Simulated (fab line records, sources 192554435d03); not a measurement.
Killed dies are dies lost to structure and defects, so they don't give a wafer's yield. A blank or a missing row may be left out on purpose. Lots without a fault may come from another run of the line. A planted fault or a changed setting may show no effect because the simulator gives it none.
fab line records | flow n5_finfet | part 1 of 2: steps 1 to 18 of 29
record lots=5 wafers=15 last_day=18
route steps=1938 shown DUMMY_GATE@243 SPACER0@258 SD_EPI_N@262
lots that met no fault: from a run of the same line without faults
start_h: hours from the record's first day to the start of the lot's first wafer shown | wait_h: hours since the lot's step before | " the same as in the row above | L1.1+2: a row that stands for several wafers | - no value, or no start given | * or withheld: withheld | < > ~ a bound
route shown NAME@n: a module of which the file shows steps, and the number in the route of the first | usual: mean/standard deviation of fault-free wafers | same: alike in all rows | chamber/n: place in a boat | sites: the reading at each site | _std_site: their standard deviation | _edge_site: outer sites' mean less inner sites' | radius_mm: how far each site lies from the wafer's centre | mask NAME#n: copy n | behind: the tool/chamber that last shaped the wafer | hold: why the lot was held/for how many hours/how that ended | device: the transistor (n, p or np) that didn't switch | end of line: the same wafers' tests at the end of the route | a step without rows: its recipe alone | killed: dies lost to structure and defects at the first sort, not the wafer's yield | map: a wafer's dies, x killed, . not, _ none there
set.NAME: the setting as run; set.NAME@STEP: as run at that earlier step | model.NAME: the simulator's own value behind a step, which no gauge read
lots at some steps of the route; a table a step, a row a wafer
services: from which hour (start_h, from the record's first day; less than 0 if before it) a tool's chamber was out of use, for how many hours, and why
## steps
# step N5_DUMMY_GATE_ETCH_31
# recipe chemistry=C4F6/O2 target=SiO2 mask_material=SOC target_depth_a=825 time_s=27.5 ion_energy_ev=250 pressure_mtorr=30 source_w=345 bias_w=185 Ar_flow_sccm=300 C4F6_flow_sccm=10 O2_flow_sccm=10
# usual O2_flow_sccm=9.997/0.029 drypump_motor_current_A=5.6/0.48 oes_product_au=0.78/0.099 rf_vpp_V=664/5.8 showerhead_plenum_p_Torr=2.84/0.098 throttle_valve_pct=21.22/0.2
# columns lot.wafer tool chamber start_h wait_h O2_flow_sccm drypump_motor_current_A oes_product_au rf_hours_counter_h rf_vpp_V showerhead_plenum_p_Torr throttle_valve_pct
L078.2 rie_diel-06 3 70.67 0.0 9.980 5.4 0.71 173 664 2.85 21.46
L078.3 " 1 " " 10.027 5.6 0.72 182 673 2.94 21.47
L078.5 " 2 " " 9.991 6.4 0.76 - 659 2.74 20.97
L081.1 rie_diel-06 0 88.63 0.1 10.015 5.2 0.68 243 657 2.82 21.31
L081.3 " 3 " " 10.016 5.5 0.71 178 662 2.85 21.47
L081.4 " 2 " " 9.975 6.4 0.76 143 656 2.74 20.94
L085.1 rie_diel-03 2 112.01 0.2 10.044 5.3 0.71 217 663 2.70 21.29
L085.5 " 0 " " 9.968 4.8 0.87 - 663 2.81 20.97
L085.6 " 1 " " 10.012 6.0 0.74 - 674 2.94 21.26
L089.1 rie_diel-03 3 138.02 0.1 9.987 5.5 0.96 2 674 3.02 20.90
L089.4 " 0 " " 9.941 4.8 0.86 29 664 2.80 20.99
L089.6 " 0 " " 9.968 4.8 0.86 - 664 2.80 20.99
L093.1 rie_diel-06 1 162.11 0.0 10.022 5.6 0.71 208 673 2.93 21.51
L093.2 " 0 " " 10.016 5.2 0.96 6 657 2.81 21.03
L093.6 " 3 " " 10.005 5.4 0.69 - 663 2.84 21.47
# step N5_DUMMY_GATE_STRIP_41
# recipe chemistry=O2 power_w=400 temp_c=40 pressure_mtorr=30 rf_frequency_hz=6e+07 bias_power_w=0 overash_fraction=0.3 o2_flow_sccm=225
# usual drypump_motor_current_A=5.6/0.47 oes_product_au=0.78/0.1 rf_vpp_V=3.7/0.47 showerhead_plenum_p_Torr=2.09/0.076 throttle_valve_pct=16.72/0.23
# columns lot.wafer tool chamber start_h wait_h drypump_motor_current_A oes_product_au rf_hours_counter_h rf_vpp_V showerhead_plenum_p_Torr throttle_valve_pct
L078.2 rie_diel-06 3 70.71 0.0 5.4 0.72 173 3.6 2.08 16.84
L078.3 " 1 " " 5.6 0.73 182 4.0 2.18 17.05
L078.5 " 2 " " 6.4 0.77 - 3.3 2.02 16.50
L081.1 rie_diel-06 0 88.67 0.0 5.2 0.67 243 3.4 2.07 16.83
L081.3 " 3 " " 5.4 0.72 179 3.9 2.08 16.87
L081.4 " 2 " " 6.5 0.76 143 3.1 2.02 16.52
L085.1 rie_diel-03 2 112.06 0.0 5.3 0.72 217 4.2 1.99 16.90
L085.5 " 0 " " 4.7 0.88 - 3.7 2.06 16.38
L085.6 " 1 " " 6.1 0.73 - 3.8 2.17 16.76
L089.1 rie_diel-03 3 138.06 0.0 5.5 0.97 2 2.8 2.24 16.43
L089.4 " 0 " " 4.8 0.86 29 3.1 2.06 16.44
L089.6 " 0 " " 4.8 0.87 - 3.7 2.06 16.43
L093.1 rie_diel-06 1 162.16 0.0 5.6 0.71 208 2.9 2.17 17.08
L093.2 " 0 " " 5.2 0.96 6 3.2 2.06 16.44
L093.6 " 3 " " 5.5 0.70 - 3.6 2.07 16.90
# step N5_DUMMY_GATE_HM_OPEN_21
# recipe chemistry=CH3F/O2 target=SiNx target_depth_a=1200 Ar_flow_sccm=150 CH3F_flow_sccm=30 O2_flow_sccm=23 time_s=171.4 pressure_mtorr=30 source_w=395 bias_w=73 ion_energy_ev=120.7
# usual O2_flow_sccm=22.99/0.071 drypump_motor_current_A=5.6/0.48 oes_product_au=0.78/0.099 rf_vpp_V=298.7/2.6 showerhead_plenum_p_Torr=2.01/0.072 throttle_valve_pct=16.51/0.23
# columns lot.wafer tool chamber start_h wait_h O2_flow_sccm drypump_motor_current_A oes_product_au rf_hours_counter_h rf_vpp_V showerhead_plenum_p_Torr throttle_valve_pct
L078.2 rie_diel-06 3 70.75 0.0 23.04 5.5 0.71 173 297.1 2.02 16.74
L078.3 " 1 " " 22.94 5.6 0.72 182 303.3 2.09 16.80
L078.5 " 2 " " 23.08 6.5 0.77 - 296.5 1.95 16.29
L081.1 rie_diel-06 0 88.71 0.0 23.00 5.2 0.67 243 295.1 2.00 16.65
L081.3 " 3 " " 22.96 5.4 0.71 179 299.5 2.02 16.75
L081.4 " 2 " " 22.95 6.4 0.76 143 295.7 1.94 16.29
L085.1 rie_diel-03 2 112.10 0.0 23.05 5.3 0.71 217 298.2 1.91 16.65
L085.5 " 0 " " 23.01 4.8 0.88 - 298.8 1.99 16.23
L085.6 " 1 " " 23.06 6.0 0.73 - 301.8 2.09 16.56
L089.1 rie_diel-03 3 138.10 0.0 23.13 5.5 0.96 2 302.1 2.15 16.16
L089.4 " 0 " " 23.01 4.8 0.86 29 299.6 1.99 16.24
L089.6 " 0 " " 22.97 4.7 0.86 - 299.0 1.99 16.24
L093.1 rie_diel-06 1 162.20 0.0 23.07 5.6 0.70 208 301.2 2.08 16.85
L093.2 " 0 " " 22.93 5.2 0.97 6 296.0 1.99 16.25
L093.6 " 3 " " 22.89 5.4 0.70 - 298.9 2.01 16.78
# step N5_DUMMY_GATE_ETCH_32
# recipe chemistry=CF4 target=SiO2 target_depth_a=35 time_s=3.9 ion_energy_ev=350 pressure_mtorr=10 icp_w=800 bias_w=400 cf4_flow_sccm=80
# usual drypump_motor_current_A=5.9/0.46 oes_product_au=0.997/0.022 throttle_valve_pct=21.67/0.23
# columns lot.wafer tool chamber start_h wait_h drypump_motor_current_A oes_product_au rf_hours_counter_h throttle_valve_pct
L078.2 rie_si-03 0 70.92 0.1 5.0 0.967 55 21.70
L078.3 " 1 " " 6.7 0.986 140 21.73
L078.5 " 0 " " 5.0 0.972 - 21.72
L081.1 rie_si-03 1 88.87 0.1 6.7 0.988 141 21.73
L081.3 " 3 " " 5.5 0.968 95 21.49
L081.4 " 0 " " 5.0 0.980 55 21.71
L085.1 rie_si-06 2 112.26 0.1 5.0 1.027 157 21.42
L085.5 " 2 " " 5.0 1.034 - 21.43
L085.6 " 1 " " 5.6 1.035 - 21.88
L089.1 rie_si-01 0 138.26 0.1 6.2 1.031 36 21.92
L089.4 " 3 " " 5.9 0.990 20 21.76
L089.6 " 2 " " 6.5 0.992 - 21.51
L093.1 rie_si-01 0 162.36 0.1 6.2 1.035 37 21.91
L093.2 " 1 " " 6.0 0.984 7 21.46
L093.6 " 3 " " 5.9 0.989 - 21.76
# step N5_DUMMY_GATE_ETCH_23
# recipe chemistry=HBr/Cl2/O2 HBr_flow_sccm=150 Cl2_flow_sccm=80 O2_flow_sccm=12 bias_w=102 target_depth_a=410 time_s=22.3 target=poly-Si mask_material=SiO2 pressure_mtorr=10 icp_w=800
# usual O2_flow_sccm=12.00/0.036 drypump_motor_current_A=5.9/0.46 oes_product_au=0.997/0.021 throttle_valve_pct=37.12/0.28
# columns lot.wafer tool chamber start_h wait_h O2_flow_sccm drypump_motor_current_A oes_product_au rf_hours_counter_h throttle_valve_pct
L078.2 rie_si-03 0 70.95 0.0 12.05 5.0 0.985 55 37.12
L078.3 " 1 " " 11.99 6.7 0.992 140 37.16
L078.5 " 0 " " 12.03 5.0 0.988 - 37.14
L081.1 rie_si-03 1 88.91 0.0 12.05 6.7 0.993 141 37.15
L081.3 " 3 " " 11.99 5.5 0.977 95 37.19
L081.4 " 0 " " 11.96 5.0 0.987 55 37.13
L085.1 rie_si-06 2 112.29 0.0 12.01 5.0 1.005 157 36.72
L085.5 " 2 " " 12.00 5.0 1.012 - 36.73
L085.6 " 1 " " 12.05 5.7 1.041 - 37.37
L089.1 rie_si-01 0 138.30 0.0 11.99 6.2 1.020 36 37.61
L089.4 " 3 " " 11.99 5.9 0.990 20 37.21
L089.6 " 2 " " 12.00 6.5 0.989 - 37.00
L093.1 rie_si-01 0 162.39 0.0 12.10 6.2 1.043 37 37.62
L093.2 " 1 " " 11.97 6.1 0.989 7 36.84
L093.6 " 3 " " 11.92 5.9 0.992 - 37.19
# step N5_DUMMY_GATE_ETCH_44
# recipe chemistry=HBr/O2 over_etch_frac=0.7 target_depth_a=1275 stop_on=SiO2 ion_energy_ev=60 bias_w=20 target=poly-Si mask_material=SiO2 pressure_mtorr=20 icp_w=400 HBr_flow_sccm=120 O2_flow_sccm=10
# usual O2_flow_sccm=10.00/0.031 drypump_motor_current_A=5.9/0.46 oes_product_au=0.723/0.013 throttle_valve_pct=18.43/0.22
# same over_etch_frac=0.7
# columns lot.wafer tool chamber start_h wait_h O2_flow_sccm drypump_motor_current_A oes_product_au rf_hours_counter_h throttle_valve_pct
L078.2 rie_si-03 0 71.01 0.0 9.99 5.0 0.718 55 18.49
L078.3 " 1 " " 10.00 6.7 0.726 140 18.53
L078.5 " 0 " " 9.97 5.0 0.718 - 18.51
L081.1 rie_si-03 1 88.96 0.0 10.01 6.7 0.720 141 18.53
L081.3 " 3 " " 10.00 5.5 0.722 95 18.34
L081.4 " 0 " " 9.96 5.0 0.729 55 18.50
L085.1 rie_si-06 2 112.35 0.0 9.96 5.0 0.726 157 18.21
L085.5 " 2 " " 10.02 5.0 0.742 - 18.20
L085.6 " 1 " " 10.01 5.7 0.757 - 18.56
L089.1 rie_si-01 0 138.35 0.0 9.98 6.2 0.745 36 18.70
L089.4 " 3 " " 10.01 5.8 0.720 20 18.41
L089.6 " 2 " " 10.02 6.4 0.724 - 18.21
L093.1 rie_si-01 0 162.45 0.0 9.98 6.2 0.739 37 18.70
L093.2 " 1 " " 9.99 6.1 0.712 7 18.27
L093.6 " 3 " " 9.99 5.9 0.723 - 18.43
# step N5_DUMMY_GATE_CD_MEAS_24
# recipe target_cd_nm=15
# usual cd_nm=15.0/0.31
# columns lot.wafer tool chamber start_h wait_h cd_nm
L078.2 cd_sem-03 - 71.12 0.1 15.6
L078.3 " - " " 14.7
L078.5 " - " " 15.5
L081.1 cd_sem-01 - 89.07 0.1 15.5
L081.3 " - " " 15.0
L081.4 " - " " 14.9
L085.1 cd_sem-02 - 112.46 0.1 15.1
L085.5 " - " " 14.6
L085.6 " - " " 15.2
L089.1 cd_sem-03 - 138.46 0.1 14.9
L089.4 " - " " 14.7
L089.6 " - " " 14.5
L093.1 cd_sem-02 - 162.56 0.1 15.4
L093.2 " - " " 15.3
L093.6 " - " " 15.4
# step N5_DUMMY_GATE_ETCH_42
# recipe chemistry=CHF3/O2 target=SiO2 target_depth_a=35 time_s=31 ion_energy_ev=30 bias_w=12 pressure_mtorr=30 source_w=600 Ar_flow_sccm=200 CHF3_flow_sccm=50 O2_flow_sccm=5
# usual O2_flow_sccm=5.001/0.015 drypump_motor_current_A=5.7/0.47 oes_product_au=0.78/0.095 rf_vpp_V=42.3/0.87 showerhead_plenum_p_Torr=2.40/0.08 throttle_valve_pct=18.84/0.21
# columns lot.wafer tool chamber start_h wait_h O2_flow_sccm drypump_motor_current_A oes_product_au rf_hours_counter_h rf_vpp_V showerhead_plenum_p_Torr throttle_valve_pct
L078.2 rie_diel-06 2 71.38 0.3 4.969 6.4 0.77 138 42.4 2.32 18.56
L078.3 " 3 " " 5.004 5.4 0.72 173 41.8 2.41 19.06
L078.5 " 1 " " 4.979 5.6 0.73 - 41.9 2.49 19.11
L081.1 rie_diel-06 3 89.12 0.0 5.005 5.5 0.70 179 41.4 2.41 19.06
L081.3 " 1 " " 4.980 5.6 0.72 187 41.8 2.49 19.12
L081.4 " 2 " " 5.004 6.4 0.76 143 42.0 2.32 18.57
L085.1 rie_diel-02 2 112.59 0.1 5.001 6.0 0.76 143 41.6 2.52 18.85
L085.5 " 2 " " 5.005 6.1 0.76 - 42.7 2.52 18.85
L085.6 " 3 " " 5.011 5.8 0.82 - 41.6 2.34 19.08
L089.1 rie_diel-06 1 138.61 0.1 4.990 5.6 0.70 202 42.4 2.48 19.13
L089.4 " 0 " " 5.022 5.2 1.00 1 40.9 2.38 18.58
L089.6 " 1 " " 5.008 5.6 0.71 - 42.5 2.48 19.13
L093.1 rie_diel-03 3 162.60 0.0 4.992 5.5 0.93 10 43.1 2.56 18.54
L093.2 " 1 " " 4.964 6.0 0.72 215 43.6 2.48 18.90
L093.6 " 0 " " 5.006 4.7 0.85 - 41.9 2.37 18.58
# step N5_DUMMY_GATE_STRIP_48
# recipe chemistry=N2/H2 time_s=20 power_w=100 temp_c=40 pressure_mtorr=100 rf_frequency_hz=6e+07 bias_power_w=3 n2_flow_sccm=300 h2_flow_sccm=300
# usual drypump_motor_current_A=5.7/0.47 oes_product_au=0.78/0.094 rf_vpp_V=45.3/0.88 showerhead_plenum_p_Torr=3.36/0.11 throttle_valve_pct=12.24/0.27
# columns lot.wafer tool chamber start_h wait_h drypump_motor_current_A oes_product_au rf_hours_counter_h rf_vpp_V showerhead_plenum_p_Torr throttle_valve_pct
L078.2 rie_diel-06 2 71.43 0.0 6.4 0.76 138 44.3 3.24 12.00
L078.3 " 3 " " 5.4 0.72 173 44.6 3.38 12.42
L078.5 " 1 " " 5.6 0.73 - 45.6 3.50 12.58
L081.1 rie_diel-06 3 89.17 0.0 5.5 0.72 179 46.4 3.37 12.43
L081.3 " 1 " " 5.6 0.72 187 44.9 3.50 12.58
L081.4 " 2 " " 6.5 0.76 143 42.7 3.24 12.02
L085.1 rie_diel-02 2 112.64 0.0 6.0 0.76 143 45.6 3.50 12.21
L085.5 " 2 " " 6.0 0.75 - 45.9 3.50 12.21
L085.6 " 3 " " 5.8 0.82 - 45.2 3.29 12.36
L089.1 rie_diel-06 1 138.66 0.0 5.6 0.71 202 46.1 3.49 12.63
L089.4 " 0 " " 5.2 1.00 1 45.9 3.32 11.82
L089.6 " 1 " " 5.6 0.71 - 47.0 3.49 12.64
L093.1 rie_diel-03 3 162.65 0.0 5.5 0.94 10 46.2 3.60 11.86
L093.2 " 1 " " 6.0 0.72 215 45.6 3.48 12.49
L093.6 " 0 " " 4.8 0.85 - 45.3 3.30 11.86
# step N5_DUMMY_GATE_PRECLEAN_33
# recipe chemistry=dHF time_s=10 dilution=750:1 temp_c=25
# columns lot.wafer tool chamber start_h wait_h
L078.2+3+5 wet_bench-02 6,5,1 71.51 0.1
L081.1+3+4 wet_bench-01 3,4,7 89.25 0.1
L085.1+5+6 wet_bench-01 7,3,4 112.72 0.1
L089.1+4+6 wet_bench-06 2,1,4 138.74 0.1
L093.1+2+6 wet_bench-01 7,5,4 162.74 0.1
# step N5_DUMMY_GATE_PRECLEAN_25
# recipe chemistry=O3/DIW time_s=45 temp_c=22 o3_ppm=10
# columns lot.wafer tool chamber start_h wait_h
L078.2+3+5 wet_bench-02 6,5,1 71.51 0.0
L081.1+3+4 wet_bench-01 3,4,7 89.26 0.0
L085.1+5+6 wet_bench-01 7,3,4 112.73 0.0
L089.1+4+6 wet_bench-06 2,1,4 138.75 0.0
L093.1+2+6 wet_bench-01 7,5,4 162.74 0.0
# step N5_DUMMY_GATE_PRECLEAN_51
# recipe chemistry=SC2 time_s=45 temp_c=35 mix=1:1:50
# columns lot.wafer tool chamber start_h wait_h
L078.2+3+5 wet_bench-02 6,5,1 71.53 0.0
L081.1+3+4 wet_bench-01 3,4,7 89.27 0.0
L085.1+5+6 wet_bench-01 7,3,4 112.76 0.0
L089.1+4+6 wet_bench-06 2,1,4 138.76 0.0
L093.1+2+6 wet_bench-01 7,5,4 162.75 0.0
# step N5_DUMMY_GATE_SRD_26
# recipe dry=ipa_marangoni time_s=30 temp_c=23 rinse_liquid=diw
# columns lot.wafer tool chamber start_h wait_h
L078.2+3+5 wet_bench-02 6,5,1 71.54 0.0
L081.1+3+4 wet_bench-01 3,4,7 89.29 0.0
L085.1+5+6 wet_bench-01 7,3,4 112.78 0.0
L089.1+4+6 wet_bench-06 2,1,4 138.77 0.0
L093.1+2+6 wet_bench-01 7,5,4 162.77 0.0
# step N5_DUMMY_GATE_UV_OZONE_45
# recipe time_s=120 pressure_torr=760 temp_c=25
# columns lot.wafer tool chamber start_h wait_h
L078.2+3+5 wet_bench-02 6,5,1 71.56 0.0
L081.1+3+4 wet_bench-01 3,4,7 89.30 0.0
L085.1+5+6 wet_bench-01 7,3,4 112.82 0.0
L089.1+4+6 wet_bench-06 2,1,4 138.79 0.0
L093.1+2+6 wet_bench-01 7,5,4 162.78 0.0
# step N5_DUMMY_GATE_INSPECT_27
# recipe inspect_instrument=brightfield mode=aei
# usual raw_defect_count=264/68
# columns lot.wafer tool chamber start_h wait_h raw_defect_count
L078.2 defect_inspect-02 - 71.61 0.0 434
L078.3 " - " " 277
L078.5 " - " " 290
L081.1 defect_inspect-01 - 89.36 0.0 335
L081.3 " - " " 240
L081.4 " - " " 223
L085.1 defect_inspect-02 - 112.91 0.0 247
L085.5 " - " " 178
L085.6 " - " " 186
L089.1 defect_inspect-02 - 138.85 0.0 225
L089.4 " - " " 332
L089.6 " - " " 273
L093.1 defect_inspect-02 - 162.84 0.0 195
L093.2 " - " " 220
L093.6 " - " " 225
# step N5_SPACER0_ALD_07
# recipe material=SiNx target_thk_a=20 temp_c=400 ald_precursor_family=SiH2I2 ald_co_reactant=N2/H2-plasma pressure_torr=2
# usual chamber_pressure_Torr=2.000/0.0045 heater_power_w=831/90
# columns lot.wafer tool chamber start_h wait_h chamber_pressure_Torr heater_power_w
L078.2 ald_sin-03 0 71.65 0.0 2.006 712
L078.3 " 2 " " 1.999 809
L078.5 " 3 " " 2.007 769
L081.1 ald_sin-01 0 90.05 0.7 2.008 762
L081.3 " 3 " " 2.001 844
L081.4 " 2 " " 1.994 742
L085.1 ald_sin-01 0 112.94 0.0 2.003 758
L085.5 " 2 " " 1.996 759
L085.6 " 1 " " 1.998 907
L089.1 ald_sin-03 0 139.00 0.2 1.993 708
L089.4 " 1 " " 2.001 838
L089.6 " 2 " " 2.000 783
L093.1 ald_sin-01 2 162.88 0.0 1.992 742
L093.2 " 0 " " 1.998 770
L093.6 " 0 " " 1.999 766
# step N5_SPACER0_ALD_00
# recipe material=SiOCN target_thk_a=35 temp_c=400 ald_precursor_family=alkyl-aminosilane ald_co_reactant=O2/N2-plasma pulse_time_s=3 purge_time_s=2 co_reactant_purge_time_s=2 ald_cycles=58 pressure_torr=2
# usual chamber_pressure_Torr=2.000/0.0048 heater_power_w=832/87 precursor_pulse_height_rel=1.000/0.02
# columns lot.wafer tool chamber start_h wait_h chamber_pressure_Torr heater_power_w precursor_pulse_height_rel
L078.2 ald_sin-03 0 71.80 0.1 1.999 708 1.007
L078.3 " 2 " " 1.997 810 1.001
L078.5 " 3 " " 1.998 779 1.014
L081.1 ald_sin-01 0 90.20 0.1 1.991 769 0.977
L081.3 " 3 " " 1.987 833 1.005
L081.4 " 2 " " 1.995 751 1.006
L085.1 ald_sin-01 0 113.10 0.1 1.999 765 0.978
L085.5 " 2 " " 2.003 735 0.982
L085.6 " 1 " " 1.999 890 1.029
L089.1 ald_sin-03 0 139.15 0.1 2.005 717 1.011
L089.4 " 1 " " 1.997 832 0.974
L089.6 " 2 " " 1.997 803 0.957
L093.1 ald_sin-01 2 163.03 0.1 1.997 740 1.005
L093.2 " 0 " " 1.989 780 0.992
L093.6 " 0 " " 2.006 787 0.977
# step N5_SPACER0_ALD_08
# recipe material=SiNx target_thk_a=20 temp_c=400 ald_precursor_family=SiH2I2 ald_co_reactant=N2/H2-plasma pressure_torr=2
# usual chamber_pressure_Torr=2.000/0.0047 heater_power_w=831/89
# columns lot.wafer tool chamber start_h wait_h chamber_pressure_Torr heater_power_w
L078.2 ald_sin-03 0 72.06 0.1 2.006 716
L078.3 " 2 " " 2.000 805
L078.5 " 3 " " 2.005 779
L081.1 ald_sin-01 0 90.46 0.1 2.001 756
L081.3 " 3 " " 2.000 812
L081.4 " 2 " " 2.002 732
L085.1 ald_sin-01 0 113.35 0.1 2.006 759
L085.5 " 2 " " 2.001 745
L085.6 " 1 " " 1.993 902
L089.1 ald_sin-03 0 139.41 0.1 1.991 708
L089.4 " 1 " " 1.999 836
L089.6 " 2 " " 2.003 809
L093.1 ald_sin-01 2 163.29 0.1 2.008 723
L093.2 " 0 " " 2.003 781
L093.6 " 0 " " 1.998 766
